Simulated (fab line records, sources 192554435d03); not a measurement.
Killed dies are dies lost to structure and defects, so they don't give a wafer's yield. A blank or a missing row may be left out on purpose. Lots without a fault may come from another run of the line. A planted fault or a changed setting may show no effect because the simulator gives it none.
Chamber matching | flow n5_finfet | N5_STI_FIN_REVEAL_ALD_14 on ald_sin-01: 4 sister chambers
The step deposits Si3N4, target thk 3 nm. 4 wafers are shown with their chamber, then 8 later ones without.

WAFERS WITH THEIR CHAMBER
wafer  | chamber | heater_power_w (W)
L079.6 | 1       | 777
L083.2 | 0       | 806
L083.3 | 3       | 880
L090.1 | 2       | 833

WAFERS WITHOUT THEIR CHAMBER
wafer  | heater_power_w (W)
L090.3 | 880
L090.5 | 867
L091.1 | 886
L091.4 | 860
L091.6 | 818
L097.1 | 819
L097.3 | 837
L097.6 | 780

WHICH CHAMBER EACH WENT THROUGH
wafer  | from the rows above     | in truth
L090.3 | 3                       | 3
L090.5 | can't be placed: 3 or 2 | 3
L091.1 | 3                       | 3
L091.4 | can't be placed: 3 or 2 | 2
L091.6 | can't be placed: 0 or 2 | 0
L097.1 | can't be placed: 0 or 2 | 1
L097.3 | 2                       | 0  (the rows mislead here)
L097.6 | 1                       | 1
Placed correctly: 3 of 8. Can't be placed from these rows: 4 (the true chamber is among the candidates in 3). Placed wrongly: 1.
How it was worked out, from the rows above alone: a wafer's distance from a chamber is the root of the sum, over the readings, of the square of ((its reading less the chamber's mean) divided by the reading's scatter). The wafer belongs to the nearest chamber; if the next one is less than 2 further off, it can't be placed. A chamber's mean is the mean of its shown wafers. The scatter: with one shown wafer a chamber, the root of the mean of the squares of how far each hidden wafer lies from its nearest shown one.
